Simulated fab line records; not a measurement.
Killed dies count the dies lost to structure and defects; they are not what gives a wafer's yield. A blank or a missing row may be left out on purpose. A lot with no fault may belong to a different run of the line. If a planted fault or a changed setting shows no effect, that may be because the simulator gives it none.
Struck lot and sound lot, side by side ; flow n5 finfet ; 31 out of 1938 route steps
Sound: these wafers, L165.2, L165.5, L165.6. Wafers L158.1, L158.3, L158.4 were the ones struck. Last of all comes the cause.
For every step that has rows: the tool of each side, followed by ch and its chambers, followed by its first start. Under that, the readings that differ: sound wafers ; struck wafers ; difference of the means ; sigmas: that difference in standard deviations of wafers without a fault.
alike: readings with means less than 2 such deviations apart, plus words and numbers identical on both sides. not compared: withheld readings, readings lacking a value on some wafer, bounds such as >300 that could conceal the same value, and numbers that have no deviation in the record and whose values overlap.
The two part at a step that has a row with sigmas, a row that says differs or no value, or rows on one side only. When numbers do not overlap yet have no deviation, they are printed without sigmas and do not part them. A reading missing from all wafers of one side parts the sides only when that side holds two or more wafers.

first, 6 steps without rows for these wafers: N5_MIM_TOP_LITHO_EBR_04; N5_MIM_TOP_LITHO_SOFTBAKE_03 (time 90 s); N5_MIM_TOP_LITHO_EXPOSE_05 (exposes mask MIM TOP, target cd 2000 nm); N5_MIM_TOP_LITHO_PEB_06; N5_MIM_TOP_LITHO_DEVELOP_07 (develop time 60 s); N5_MIM_TOP_LITHO_HARDBAKE_09 (time 120 s).
N5_MIM_TOP_LITHO_CD_MEAS_08 targets a cd of 2000 nm.
  sound on cd sem-01 ch 0, day 16 06:03; struck on cd sem-03 ch 0, day 14 14:36
reading;sound;struck;difference;sigmas
cd nm (nm);2002.1 1998.0 1998.0;2005.0 2004.0 2005.2;+5.4;+2
N5_MIM_TOP_LITHO_OVL_MEAS_11:
  sound on overlay-02 ch 0, day 16 06:05; struck on overlay-01 ch 0, day 14 14:38
  alike: MIM_TOP_OVL
N5_MIM_TOP_LITHO_INSPECT_12: inspects for defects (macro).
  sound on defect inspect-02 at day 16 06:07; struck on defect inspect-02 at day 14 14:39
  alike: raw defect count
N5_MIM_TOP_LITHO_DESCUM_10: chemistry O2, time 7.9 s.
  sound on rie diel-01 ch 1,2, day 16 06:35; struck on rie diel-06 ch 1,2,3, day 14 14:46
  alike: drypump motor current A, oes product au, rf vpp V, showerhead plenum p Torr, throttle valve pct
  not compared: rf hours counter h
then, 1 step without rows for these wafers: N5_MIM_TOP_ETCH_ETCH_00 (etches TiN in Cl2/BCl3, target depth 38.5 nm).
N5_MIM_TOP_ETCH_STRIP_01: strips in O2.
  sound on rie diel-04 ch 1,2,3, day 16 06:53; struck on rie diel-03 ch 0,1,3, day 14 15:00
  alike: drypump motor current A, oes product au, rf vpp V, showerhead plenum p Torr, throttle valve pct
  not compared: rf hours counter h
N5_MIM_TOP_ETCH_PECVD_03: deposits SiNx from SiH4/NH3/N2, target thk 20 nm, time 17.6 s.
  sound on pecvd-02 ch 0,2, day 16 06:57; struck on pecvd-01 ch 1,2, day 14 15:04
  alike: heater power w, showerhead plenum p Torr, throttle valve pct
  not compared: model.SiNx_of_MIM_TOP_ETCH_PECVD_03.thk nm
then, 8 steps without rows for these wafers: N5_MIM_BOT_LITHO_HMDS_01 (time 60 s); N5_MIM_BOT_LITHO_COAT_02; N5_MIM_BOT_LITHO_EBR_04; N5_MIM_BOT_LITHO_SOFTBAKE_03 (time 90 s); N5_MIM_BOT_LITHO_EXPOSE_05 (exposes mask MIM BOT); N5_MIM_BOT_LITHO_PEB_06; N5_MIM_BOT_LITHO_DEVELOP_07 (develop time 60 s); N5_MIM_BOT_LITHO_HARDBAKE_09 (time 120 s).
N5_MIM_BOT_LITHO_CD_MEAS_08 targets a cd of 3000 nm.
  sound on cd sem-01 ch 0, day 16 07:26; struck on cd sem-03 ch 0, day 14 15:26
  alike: cd nm
N5_MIM_BOT_LITHO_OVL_MEAS_11:
  sound on overlay-02 ch 0, day 16 07:28; struck on overlay-02 ch 0, day 14 15:28
  alike: MIM_BOT_OVL
N5_MIM_BOT_LITHO_INSPECT_12: inspects for defects (macro).
  sound on defect inspect-02 at day 16 07:29; struck on defect inspect-02 at day 14 15:30
  alike: raw defect count
N5_MIM_BOT_LITHO_DESCUM_10: chemistry O2, time 7.9 s.
  sound on rie diel-02 ch 1,3, day 16 07:31; struck on rie diel-06 ch 0,2,3, day 14 15:32
  alike: drypump motor current A, oes product au, rf vpp V, showerhead plenum p Torr, throttle valve pct
  not compared: rf hours counter h
then, 1 step without rows for these wafers: N5_MIM_BOT_ETCH_ETCH_04 (etches SiNx in CF4/O2, target depth 26 nm, time 13 s).
N5_MIM_BOT_ETCH_ETCH_03: etches the open film in Cl2/BCl3, target depth 12 nm.
  sound on rie metal-02 ch 0,1, day 16 07:41; struck on rie metal-02 ch 0, day 14 15:41
  alike: bias w, drypump motor current A, oes product au, throttle valve pct
  not compared: rf hours counter h
N5_MIM_BOT_ETCH_ETCH_00: etches TiN in Cl2/BCl3, target depth 45.5 nm.
  sound on rie metal-02 ch 0,1, day 16 07:46; struck on rie metal-02 ch 0, day 14 15:52
  alike: bias w, drypump motor current A, oes product au, throttle valve pct
  not compared: rf hours counter h
then, 1 step without rows for these wafers: N5_MIM_BOT_ETCH_STRIP_01 (strips in O2).
N5_MIM_BOT_ETCH_STRIP_02: strips in post etch residue remover, time 1200 s.
  sound on wet bench-05 ch 2,3,4, day 16 07:59; struck on wet bench-02 ch 3,5,6, day 14 16:11
  not compared: model.SiNx_of_MIM_TOP_ETCH_PECVD_03.thk nm
then, 1 step without rows for these wafers: N5_MIM_BOT_ETCH_CLEAN_05 (cleans in IPA, time 180 s).

WHERE THEY PART
Only at N5_MIM_TOP_LITHO_CD_MEAS_08, within this record. Later steps at which nothing parts them and some readings are alike: N5_MIM_TOP_LITHO_OVL_MEAS_11, N5_MIM_TOP_LITHO_INSPECT_12, N5_MIM_TOP_LITHO_DESCUM_10, N5_MIM_TOP_ETCH_STRIP_01, N5_MIM_TOP_ETCH_PECVD_03, N5_MIM_BOT_LITHO_CD_MEAS_08, N5_MIM_BOT_LITHO_OVL_MEAS_11, N5_MIM_BOT_LITHO_INSPECT_12, N5_MIM_BOT_LITHO_DESCUM_10, N5_MIM_BOT_ETCH_ETCH_03, N5_MIM_BOT_ETCH_ETCH_00.

WHY: what the simulator had put in
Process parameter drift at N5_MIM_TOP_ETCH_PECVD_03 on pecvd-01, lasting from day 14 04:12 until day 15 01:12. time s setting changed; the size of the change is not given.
